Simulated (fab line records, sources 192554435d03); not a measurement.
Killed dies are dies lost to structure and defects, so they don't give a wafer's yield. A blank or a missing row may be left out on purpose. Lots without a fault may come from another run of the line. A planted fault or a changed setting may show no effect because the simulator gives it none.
A struck lot beside a sound one | flow n5_finfet | 38 steps out of a route of 1938
Sound: wafers L686.1, L686.3, L686.5. Struck: wafer L672.5. (L672.1 of the same lot was not struck and is left out.) The cause comes at the end.
At each step with rows: each side's tool, then ch and its chambers, then its first start. Under that, the readings that differ: sound wafers | struck wafers | difference of the means | sigmas: that difference in standard deviations of wafers without a fault.
alike: readings whose means differ by less than 2 such deviations, and words and numbers that are the same on both sides. not compared: withheld readings, readings that some wafer has no value for, bounds like >300 that may hide the same value, and numbers for which the record gives no deviation and whose values overlap.
The two part at a step that has a row with sigmas, a row that says differs or no value, or rows on one side only. Numbers that don't overlap but have no deviation are shown without sigmas and don't part them. A reading that every wafer of one side lacks parts them only if that side has two wafers or more.

first, 9 steps without rows for these wafers: N5_BEOL_M4_ANNEAL_95 (time 240 s); N5_BEOL_M4_SPUTTER_96 (material Cu, target thk 4.5 nm, time 8.29 s); N5_BEOL_M4_ECD_50 (material Cu, target thk 300 nm); N5_BEOL_M4_ANNEAL_51 (time 90 s); N5_BEOL_M4_CMP_52 (polishes, stops on SiOC, t overpolish 6.8 s, target thk 40 nm); N5_BEOL_M4_PRE_CLEAN_60 (time 15 s); N5_BEOL_M4_CO_CAP_55 (material Co, precursor CCTBA/H2, target thk 2 nm, time 102.1 s); N5_BEOL_M4_PRE_CLEAN_56 (time 15 s); N5_BEOL_M4_DEP_57 (deposits SiCN from 3MS/NH3, target thk 8 nm, time 14 s).
N5_BEOL_M4_RC_MEAS_101:
  sound on prober-01 ch 0, day 13 16:06; struck on prober-02 ch 0, day 9 22:32
  reading        | sound             | struck | difference | sigmas
  DIBL_P (mV/V)  | 34.7 36.2 33.8    | 39.6   | +4.7       | +3
  IOFF_N (nA/um) | 0.138 0.171 0.132 | 0.214  | +0.067     | +3
  IOFF_P (nA/um) | 0.22 0.24 0.20    | 0.31   | +0.09      | +3
  SS_P (mV/dec)  | 72.0 72.2 72.3    | 73.7   | +1.5       | +3
  alike: DIBL_N, ION_N, ION_P, SS_N, VT_N, VT_P
then, 24 steps without rows for these wafers: N5_BEOL_M5_ILD_DEP_00 (deposits SiCOH lowk from DEMS/porogen, target thk 140.64 nm, time 25.9 s); N5_BEOL_M5_CURE_79 (cures SiCOH lowk, time 240 s); N5_BEOL_M5_PECVD_70 (deposits SiO2 from TEOS/O2, target thk 16 nm, time 18 s); N5_BEOL_M5_HM_DEP_02 (deposits TiN, target thk 20 nm); N5_BEOL_M5_COAT_59 (time 60 s, resist thk 60 nm); N5_BEOL_M5_COAT_60 (time 60 s, resist thk 12 nm); N5_BEOL_M5_COAT_71 (time 60 s, resist thk 5 nm); N5_BEOL_M5_COAT_05 (resist thk 30 nm); N5_BEOL_M5_EBR_07; N5_BEOL_M5_SOFTBAKE_06 (time 60 s); N5_BEOL_M5_EXPOSE_08 (exposes mask M5, target cd 28 nm); N5_BEOL_M5_PEB_09 (peb time 60 s); N5_BEOL_M5_DEVELOP_10 (develop time 30 s); N5_BEOL_M5_DESCUM_16 (chemistry O2, time 7 s); N5_BEOL_M5_ETCH_72 (etches underlayer in N2/H2, target depth 6.5 nm, time 5.2 s); N5_BEOL_M5_ETCH_61 (etches SiARC in CF4, target depth 15.6 nm, time 26 s); N5_BEOL_M5_ETCH_62 (etches SOC in N2/H2, target depth 75 nm, overetch 15 nm, time 112.5 s); N5_BEOL_M5_STRIP_63 (strips in N2/H2); N5_BEOL_M5_STRIP_73 (strips in N2/H2); N5_BEOL_M5_STRIP_64 (strips in CF4); N5_BEOL_M5_HM_OPEN_17 (chemistry Cl2/BCl3, target TiN, target depth 20 nm, overetch 6 nm); N5_BEOL_M5_STRIP_19 (strips in O2); N5_BEOL_M5_COAT_65 (time 60 s, resist thk 60 nm); N5_BEOL_M5_COAT_66 (time 60 s, resist thk 12 nm).
N5_BEOL_M7_ILD_DEP_00: deposits SiCOH lowk from DEMS/porogen, target thk 179.75 nm, time 33.4 s.
  sound on pecvd-02 ch 1,2, day 14 20:03; struck on pecvd-03 ch 1, day 10 19:41
  reading                                            | sound           | struck | difference | sigmas
  model.SiCOH_lowk_of_BEOL_M7_ILD_DEP_00.thk_nm (nm) | 180.4 181.2 182 | 290.2  | +109.0     |
  alike: chamber_pressure_Torr, heater_power_w, showerhead_plenum_p_Torr, throttle_valve_pct
N5_BEOL_M7_THK_MEAS_01:
  sound on film_metro-01, day 14 20:44; struck on film_metro-02, day 10 20:16
  reading         | sound             | struck | difference | sigmas
  M7_ILD_THK (nm) | 155.4 156.2 157.1 | 251.9  | +95.7      | +48
N5_BEOL_M7_CMP_52: polishes, stops on SiCOH lowk, t overpolish 6.9 s, target thk 80 nm.
  sound on cmp-04 ch 0,2, day 15 04:11; struck on cmp-04 ch 2, day 11 04:50
  reading                                            | sound           | struck | difference | sigmas
  model.SiCOH_lowk_of_BEOL_M7_ILD_DEP_00.thk_nm (nm) | 152.4 153.2 154 | 248.8  | +95.6      |
  alike: motor_current_A, slurry_filter_dp_kPa
-- the record jumps here: 3 days lie between the struck wafers' starts before and after (it left off in module BEOL_M7 and takes up again in module PASSIVATION, whose first step shown is number 1936 of the route) --
N5_PASSIVATION_PROBE_49:
  sound on prober-01, day 18 10:52; struck on prober-02, day 14 11:55
  reading                  | sound          | struck | difference | sigmas
  defect_limited_yield (%) | 91.4 92.5 89.4 | 0      | -91        | -65
  killed_at_M4_up          | 12 18 17       | 1089   | +1073      | +99 or more
  killed_dies              | 102 88 125     | 1180   | +1075      | +67
  killed_on_rim            | 14 10 23       | 152    | +136       | +35
  sort_bin_5_function (%)  | 4.7 4.8 6.5    | 96.2   | +90.9      | +99 or more
  sort_n_pass              | 1078 1092 1055 | 0      | -1075      | -67
  sort_yield_pct (%)       | 91.4 92.5 89.4 | 0      | -91        | -65
  alike: killed_at_M0_to_M3, killed_at_contacts, killed_at_front_end, killed_at_other, killed_open, killed_short, sort_bin_6_memory

WHERE THEY PART
First at N5_BEOL_M4_RC_MEAS_101; last, within this record, at N5_PASSIVATION_PROBE_49.

WHY: what the simulator had put in
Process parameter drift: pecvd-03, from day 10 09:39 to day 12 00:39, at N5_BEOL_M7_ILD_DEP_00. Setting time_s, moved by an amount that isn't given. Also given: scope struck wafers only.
